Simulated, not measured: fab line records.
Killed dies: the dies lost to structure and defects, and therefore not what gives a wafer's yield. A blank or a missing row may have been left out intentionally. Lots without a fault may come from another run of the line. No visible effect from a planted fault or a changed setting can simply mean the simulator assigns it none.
Chamber matching ; flow n5Finfet ; N5_BEOL_M7_ETCH_65 on rieDiel-01 has 4 sister chambers
The step etches SiARC in CF4, target depth 15.6 nm, time 26 s. 8 wafers are shown with their chamber, then 7 later ones without.

## WAFERS WITH THEIR CHAMBER
wafer;chamber;showerheadPlenumPTorr (Torr);oesProductAu (a.u.)
L078.5;0;2.22;0.63
L079.3;2;2.20;0.58
L079.5;1;2.26;0.74
L083.1;1;2.26;0.73
L083.4;2;2.19;0.58
L083.5;3;2.08;0.69
L084.2;0;2.21;0.63
L084.4;3;2.08;0.70

## WAFERS WHOSE CHAMBER IS MISSING
wafer;showerheadPlenumPTorr (Torr);oesProductAu (a.u.)
L084.6;2.26;0.72
L086.1;2.26;0.71
L086.3;2.21;0.62
L086.5;2.21;0.62
L097.4;2.20;0.62
L097.5;2.19;0.79
L097.6;2.07;0.68

## EACH ONE'S CHAMBER
wafer;from the rows above;in truth
L084.6;1;1
L086.1;1;1
L086.3;0;0
L086.5;0;0
L097.4;0;0
L097.5;1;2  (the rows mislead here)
L097.6;3;3
Correctly placed: 6 of 7. Can't be placed from these rows: 0. Placed wrongly: 1.
How it was worked out, from the rows above alone: a wafer's distance from a chamber is the root of the sum, over the readings, of the square of ((its reading less the chamber's mean) divided by the reading's scatter). The wafer belongs to the nearest chamber; if the next one is less than 2 further off, it can't be placed. The mean given for a chamber averages the wafers shown for that chamber. The scatter is the square root of a quotient: the sum, over the shown wafers, of each reading's squared deviation from its chamber's mean, divided by wafers minus chambers.
